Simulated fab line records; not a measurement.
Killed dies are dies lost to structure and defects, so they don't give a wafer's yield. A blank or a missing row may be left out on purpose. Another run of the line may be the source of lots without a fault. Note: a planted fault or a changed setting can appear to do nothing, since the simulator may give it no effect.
fab line records	flow n5-finfet
record lots=6	wafers=18	last-day=21
route steps=1938 shown BEOL_M6@1243 PASSIVATION@1936
lots that met no fault: from a run of the same line without faults
start-h: hours from the record's first day to the start of the lot's first wafer shown	wait-h: how many hours have passed since the lot's step before this one	" repeats the value in the row above	L1.1+2: a single row standing in for several wafers	- no value, or no start was given	* or withheld: withheld	< > ~ a bound
route shown NAME@n: a module of which the file shows steps, and the number in the route of the first	usual: mean/standard deviation taken from wafers without a fault	same: alike in all rows	chamber/n: place in a boat	sites: the reading at each site	_std_site: standard deviation of those values	_edge_site: inner sites' mean taken away from outer sites' mean	radius-mm: for every site, how far away it sits from the centre of the wafer	mask NAME#n: copy n	behind: the most recent tool/chamber to have shaped the wafer	hold: why the lot was held/for how many hours/how that ended	device: names the non-switching transistor (n, p or np)	end of line: the route-end tests of the same wafers	a step without rows: its recipe alone	killed: dies lost to structure and defects at the first sort, not the wafer's yield	map: a wafer's dies, marking killed ones x, the rest . and places with no die _
set.NAME: the setting the step ran with; set.NAME@STEP: the setting that earlier step ran with	model.NAME: the simulator's own value behind a step, which no gauge read
lots at selected steps of the route; one table per step, one row per wafer
services: the hour from which a tool's chamber was out of use, counted from the record's first day as start-h (under 0 if before that day), plus the number of hours and why
## steps
# step N5_BEOL_M6_HM_STRIP_39
# recipe chemistry=peroxide-tin-strip	material=TiN	target-depth-a=250	temp-c=50	time-s=158
# step N5_BEOL_M6_SRD_40
# recipe time-s=30	temp-c=23	rinse-liquid=diw	dry=ipa-marangoni
# step N5_BEOL_M6_PRECLEAN_42
# recipe chemistry=residue-remover	time-s=60	temp-c=40
# step N5_BEOL_M6_SRD_43
# recipe time-s=30	temp-c=23	rinse-liquid=diw	dry=ipa-marangoni
# step N5_BEOL_M6_CD_MEAS_35
# recipe target-cd-nm=40	target-cd-y-nm=28	polarity=opening
# usual cd-nm=39.8/0.88
lot.wafer	tool	chamber	start-h	wait-h	cd-nm
L427.2	cd-sem-03	-	259.94	0.0	38.9
L427.3	"	-	"	"	40.0
L427.5	"	-	"	"	39.5
L437.2	cd-sem-02	-	331.09	0.0	39.0
L437.3	"	-	"	"	39.1
L437.6	"	-	"	"	37.7
L436.1	cd-sem-03	-	333.79	0.0	39.2
L436.4	"	-	"	"	39.5
L436.5	"	-	"	"	38.3
L438.1	cd-sem-03	-	337.84	0.0	39.2
L438.5	"	-	"	"	40.0
L438.6	"	-	"	"	39.5
L449.3	cd-sem-02	-	388.37	0.0	39.6
L449.4	"	-	"	"	38.4
L449.6	"	-	"	"	39.3
L446.1	cd-sem-03	-	404.39	0.0	41.4
L446.4	"	-	"	"	43.1
L446.5	"	-	"	"	39.9
# step N5_BEOL_M6_CURE_75
# recipe temp-c=370	time-s=120	ambient=DMADMS/He	material=SiCOH_lowk
# step N5_BEOL_M6_DEGAS_44
# recipe ambient=vacuum	temp-c=250	time-s=60
# usual heater-power-w=310/29
lot.wafer	tool	chamber	start-h	wait-h	heater-power-w
L427.2	pvd-sputter-01	-	260.34	0.3	353
L427.3	"	-	"	"	310
L427.5	"	-	"	"	362
L437.2	pvd-sputter-01	-	333.51	2.1	314
L437.3	"	-	"	"	297
L437.6	"	-	"	"	374
L436.1	pvd-sputter-02	-	334.20	0.3	310
L436.4	"	-	"	"	282
L436.5	"	-	"	"	309
L438.1	pvd-sputter-02	-	338.84	0.6	277
L438.5	"	-	"	"	306
L438.6	"	-	"	"	282
L449.3	pvd-sputter-02	-	389.14	0.6	312
L449.4	"	-	"	"	275
L449.6	"	-	"	"	281
L446.1	pvd-sputter-03	-	405.74	1.0	263
L446.4	"	-	"	"	291
L446.5	"	-	"	"	301
# step N5_BEOL_M6_PRE_CLEAN_45
# recipe gas=H2/He	time-s=30	temp-c=250
# usual heater-power-w=310/29
lot.wafer	tool	chamber	start-h	wait-h	heater-power-w
L427.2	pvd-sputter-01	-	260.38	0.0	343
L427.3	"	-	"	"	316
L427.5	"	-	"	"	368
L437.2	pvd-sputter-01	-	333.55	0.0	315
L437.3	"	-	"	"	299
L437.6	"	-	"	"	370
L436.1	pvd-sputter-02	-	334.24	0.0	310
L436.4	"	-	"	"	275
L436.5	"	-	"	"	313
L438.1	pvd-sputter-02	-	338.88	0.0	283
L438.5	"	-	"	"	316
L438.6	"	-	"	"	278
L449.3	pvd-sputter-02	-	389.18	0.0	305
L449.4	"	-	"	"	285
L449.6	"	-	"	"	281
L446.1	pvd-sputter-03	-	405.78	0.0	267
L446.4	"	-	"	"	302
L446.5	"	-	"	"	303
# step N5_BEOL_M6_ALD_77
# recipe material=TaN	target-thk-a=20	temp-c=275	ald-precursor-family=PDMAT	ald-co-reactant=NH3	pressure-torr=3	carrier-flow-sccm=1500	pulse-time-s=2	purge-time-s=3	co-reactant-purge-time-s=2	co-reactant-pulse-time-s=3	ald-cycles=40	precursor-vessel-temp-c=75	precursor-vessel-pressure-torr=26.25	precursor-vessel-carrier-sccm=1000
# usual heater-power-outer-w=225/30	heater-power-w=412/47	precursor-vessel-temp-c=75.00/0.11
# same purge-time-s=3
lot.wafer	tool	chamber	start-h	wait-h	heater-power-outer-w	heater-power-w	precursor-vessel-temp-c
L427.2	ald-metal-01	1	260.44	0.0	233	460	75.12
L427.3	"	0	"	"	195	378	74.70
L427.5	"	0	"	"	199	379	74.80
L437.2	ald-metal-02	2	333.61	0.0	210	372	74.85
L437.3	"	1	"	"	277	519	75.10
L437.6	"	2	"	"	214	364	75.07
L436.1	ald-metal-01	3	334.30	0.0	230	432	75.01
L436.4	"	0	"	"	201	369	75.06
L436.5	"	0	"	"	197	384	75.17
L438.1	ald-metal-02	3	339.14	0.2	207	394	75.03
L438.5	"	1	"	"	282	521	75.11
L438.6	"	0	"	"	295	481	74.95
L449.3	ald-metal-04	2	389.28	0.1	219	417	75.02
L449.4	"	2	"	"	226	408	75.11
L449.6	"	0	"	"	216	411	74.89
L446.1	ald-metal-01	0	405.84	0.0	204	380	75.01
L446.4	"	1	"	"	220	421	74.89
L446.5	"	3	"	"	221	393	75.09
# step N5_BEOL_M6_SURFACE_TREAT_79
# recipe gas=Ar	time-s=*	ion-energy-ev=*	ion-current-ma-cm2=0.5	pressure-mtorr=*	ar-flow-sccm=30
# usual throttle-valve-pct=*
lot.wafer	tool	chamber	start-h	wait-h	throttle-valve-pct
L427.2	pvd-sputter-02	-	260.72	0.2	*
L427.3	"	-	"	"	*
L427.5	"	-	"	"	*
L437.2	pvd-sputter-01	-	333.91	0.2	*
L437.3	"	-	"	"	*
L437.6	"	-	"	"	*
L436.1	pvd-sputter-01	-	334.63	0.2	*
L436.4	"	-	"	"	*
L436.5	"	-	"	"	*
L438.1	pvd-sputter-03	-	339.48	0.2	*
L438.5	"	-	"	"	*
L438.6	"	-	"	"	*
L449.3	pvd-sputter-02	-	389.66	0.2	*
L449.4	"	-	"	"	*
L449.6	"	-	"	"	*
L446.1	pvd-sputter-01	-	406.27	0.3	*
L446.4	"	-	"	"	*
L446.5	"	-	"	"	*
# step N5_BEOL_M6_CVD_78
# recipe material=Co	target-thk-a=20	temp-c=withheld	precursor=CCTBA/H2	pressure-torr=30	time-s=142.3
# step N5_BEOL_M6_SPUTTER_48
# recipe material=Cu	target-thk-a=100	temp-c=-20	bias-v=60	power-w=26000	chamber-pressure-pa=0.13	time-s=1.667
# usual throttle-valve-pct=29.9/0.76
lot.wafer	tool	chamber	start-h	wait-h	throttle-valve-pct
L427.2	pvd-sputter-03	-	262.48	1.5	29.6
L427.3	"	-	"	"	31.1
L427.5	"	-	"	"	29.6
L437.2	pvd-sputter-03	-	334.18	0.1	28.9
L437.3	"	-	"	"	29.4
L437.6	"	-	"	"	31.2
L436.1	pvd-sputter-03	-	334.88	0.1	31.4
L436.4	"	-	"	"	29.4
L436.5	"	-	"	"	31.1
L438.1	pvd-sputter-01	-	340.33	0.5	29.6
L438.5	"	-	"	"	29.9
L438.6	"	-	"	"	29.4
L449.3	pvd-sputter-01	-	390.00	0.2	29.7
L449.4	"	-	"	"	29.5
L449.6	"	-	"	"	29.3
L446.1	pvd-sputter-03	-	406.60	0.2	31.1
L446.4	"	-	"	"	30.0
L446.5	"	-	"	"	29.4
# step N5_BEOL_M6_ECD_50
# recipe material=Cu	target-thk-a=3000
lot.wafer	tool	chamber	start-h	wait-h	model.Cu_of_BEOL_M6_ECD_50.thk-nm
L427.2	ecd-cu-02	1	262.61	0.1	305.4
L427.3	"	1	"	"	305.8
L427.5	"	1	"	"	302.8
L437.2	ecd-cu-02	0	334.29	0.1	301
L437.3	"	1	"	"	302.4
L437.6	"	0	"	"	301.6
L436.1	ecd-cu-02	0	334.99	0.1	552.2
L436.4	"	1	"	"	558.2
L436.5	"	1	"	"	299.8
L438.1	ecd-cu-02	0	340.45	0.1	555
L438.5	"	0	"	"	302.6
L438.6	"	1	"	"	296.8
L449.3	ecd-cu-01	1	390.18	0.1	299.2
L449.4	"	0	"	"	297.6
L449.6	"	0	"	"	301.6
L446.1	ecd-cu-01	0	406.72	0.1	305.2
L446.4	"	0	"	"	301.6
L446.5	"	0	"	"	300.2
# step N5_BEOL_M6_ANNEAL_51
# recipe temp-c=225	time-s=90	ambient=N2
# step N5_BEOL_M6_CMP_52
# recipe stop-on=SiCOH_lowk	t-overpolish-s=6.9	down-force-psi=1	platen-rpm=50	clearing-platen-down-force-psi=1.5	clearing-platen-rpm=50	post-cmp-clean=cu-alkaline	target-thk-nm=80	clearing-platen-pad-velocity-m-s=0.99484	pad-velocity-m-s=0.99484
# usual motor-current-A=6.2/0.44	slurry-filter-dp-kPa=13.50/0.14	time-to-endpoint-s=62/3.4
lot.wafer	tool	chamber	start-h	wait-h	motor-current-A	slurry-filter-dp-kPa	time-to-endpoint-s
L427.3	cmp-04	3	263.04	0.2	6.7	13.49	54
L427.2	"	0	"	"	5.8	13.56	60
L427.5	"	2	"	"	6.2	13.57	63
L437.3	cmp-04	0	334.77	0.2	5.6	13.35	62
L437.2	"	2	"	"	6.5	13.79	66
L437.6	"	0	"	"	5.7	13.52	62
L436.4	cmp-02	3	335.62	0.2	6.6	13.40	113
L436.1	"	1	"	"	6.5	13.46	113
L436.5	"	3	"	"	7.1	13.55	60
L438.1	cmp-04	3	341.11	0.3	6.7	13.18	110
L438.6	"	1	"	"	5.8	13.68	65
L438.5	"	2	"	"	6.3	13.45	69
L449.4	cmp-03	3	390.93	0.1	5.9	13.47	59
L449.3	"	0	"	"	6.7	13.59	62
L449.6	"	0	"	"	6.4	13.60	61
L446.4	cmp-04	0	407.11	0.1	5.7	13.40	60
L446.1	"	3	"	"	7.1	13.49	55
L446.5	"	1	"	"	6.0	13.57	68
# step N5_BEOL_M6_THK_MEAS_53
# recipe thk-meas-gauge=xrf	reads=Cu_of_BEOL_M6_ECD_50
# usual M6_THK=80.1/2.6
lot.wafer	tool	chamber	start-h	wait-h	M6_THK[nm]
L427.2	film-metro-02	-	263.30	-	75.8
L427.3	"	-	"	"	80.7
L427.5	"	-	"	"	83.1
L437.2	film-metro-01	-	335.06	-	84.5
L437.3	"	-	"	"	82.1
L437.6	"	-	"	"	80.5
L436.1	film-metro-01	-	335.88	-	82.3
L436.4	"	-	"	"	81.5
L436.5	"	-	"	"	80.8
L438.1	film-metro-02	-	341.33	-	78.1
L438.5	"	-	"	"	75.9
L438.6	"	-	"	"	83.1
L449.3	film-metro-02	-	391.22	-	82.0
L449.4	"	-	"	"	79.9
L449.6	"	-	"	"	77.0
L446.1	film-metro-02	-	407.41	-	79.4
L446.4	"	-	"	"	79.9
L446.5	"	-	"	"	83.2
# step N5_PASSIVATION_PROBE_49
# usual defect-limited-yield=90.9/1.6	killed_at_M0_to_M3=37/11	killed_at_M4_up=15/5.6	killed-at-contacts=13/6.4	killed-at-front-end=39/11	killed-at-other=4/3.1	killed-dies=107/19	killed-open=71/14	killed-short=34/7.8	sort_bin_5_function=5.3/1	sort_bin_6_memory=3.4/0.72	sort_bin_8_speed=0.0/0.42	sort-n-pass=1072/20	sort-yield-pct=90.9/1.7
# same gross-dies=1180	killed-at-back-side=0	sort_bin_4_leakage[%]=0
lot.wafer	tool	chamber	start-h	wait-h	defect-limited-yield[%]	killed_at_M0_to_M3	killed_at_M4_up	killed-at-contacts	killed-at-front-end	killed-at-other	killed-dies	killed-open	killed-short	sort_bin_5_function[%]	sort_bin_6_memory[%]	sort_bin_8_speed[%]	sort-n-pass	sort-yield-pct[%]
L427.2	prober-02	-	356.79	0.4	90.9	35	22	18	29	3	107	75	29	5.8	2.9	0	1073	90.9
L427.3	prober-02	-	356.84	0.4	90.5	38	20	10	40	4	112	69	38	5.4	3.5	0	1068	90.5
L427.5	prober-02	-	356.94	0.5	91.7	21	16	15	40	6	98	62	30	5.7	1.8	0	1082	91.7
# killed by level:class
L427.2 MOL_CONTACT_COAG:geometric-particle:open=14 BEOL_M4:geometric-particle:open=9 STI_FIN_REVEAL:geometric-particle:open=8 BEOL_M0_SAQP:geometric-particle:open=8 BEOL_M3:geometric-particle:open=8 GATE_CUT:geometric-particle:short=5 BEOL_M1:geometric-particle:short=5 GATE_CUT:geometric-particle:open=4
L427.3 BEOL_M2:geometric-particle:open=13 STI_FIN_REVEAL:geometric-particle:open=10 BEOL_M0_SAQP:geometric-particle:short=9 MOL_CONTACT_COAG:geometric-particle:open=7 BEOL_M4:geometric-particle:open=6 BEOL_M0_SAQP:geometric-particle:open=5 DUMMY_GATE:geometric-particle:open=4 GATE_CUT:geometric-particle:short=4
L427.5 MOL_CONTACT_COAG:geometric-particle:open=12 STI_FIN_REVEAL:geometric-particle:open=6 ILD0:geometric-particle:open=5 GATE_CUT:geometric-particle:short=5 BEOL_M4:geometric-particle:open=5 MIM_TOP:geometric-particle:open=5 HKMG_FIN:area-etch=5 DUMMY_GATE:geometric-particle:open=4
## services
tool	chamber	start-h	hours	kind
cmp-03	-	258.56	4.0	pm
cmp-02	-	272.36	2.1	repair
ald-metal-02	1	274.02	20.7	repair
ald-metal-04	2	275.09	28.5	repair
ald-metal-01	3	288.13	-	calibration
cmp-04	-	289.28	0.3	repair
ald-metal-04	-	301.79	2.8	pm
cmp-04	-	308.45	1.2	repair
cmp-04	-	319.52	8.4	repair
ald-metal-01	-	328.96	1.2	repair
ald-metal-01	-	337.25	14.0	pm
ald-metal-01	0	337.25	14.0	vent-cycle
ald-metal-01	1	337.25	14.0	vent-cycle
ald-metal-01	2	337.25	14.0	vent-cycle
ald-metal-01	3	337.25	14.0	vent-cycle
cmp-03	-	345.46	2.0	repair
cmp-03	-	351.98	2.6	repair
ald-metal-04	-	381.72	4.3	pm
cmp-04	-	381.92	4.0	pm
cmp-04	-	385.92	-	consumable-replace:conditioner
cmp-04	-	385.92	-	consumable-replace:pad
cmp-02	-	387.25	5.8	pm
ald-metal-04	3	388.97	17.6	repair
cmp-04	-	396.87	3.4	repair
## key
first-sign step=N5_BEOL_M6_CMP_52	reading=time-to-endpoint-s	direction=up	sigmas=15	usual=*	struck=*
effect none on later readings
model-effect step=N5_BEOL_M6_ECD_50	value=Cu_of_BEOL_M6_ECD_50.thk-nm	without=297.5	struck=555.1
met-at N5_BEOL_M6_ECD_50
struck-wafers L436.1,L436.4,L438.1
onset-between 334.29 334.99
fault kind=process-parameter-drift	tool=ecd-cu-02	chamber=-	onset-h=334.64	steps=N5_BEOL_M6_ECD_50	channel=target-thk-a	offset=*	shape=step	end-h=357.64	scope=struck-wafers-only	acts-in=*	stated=*
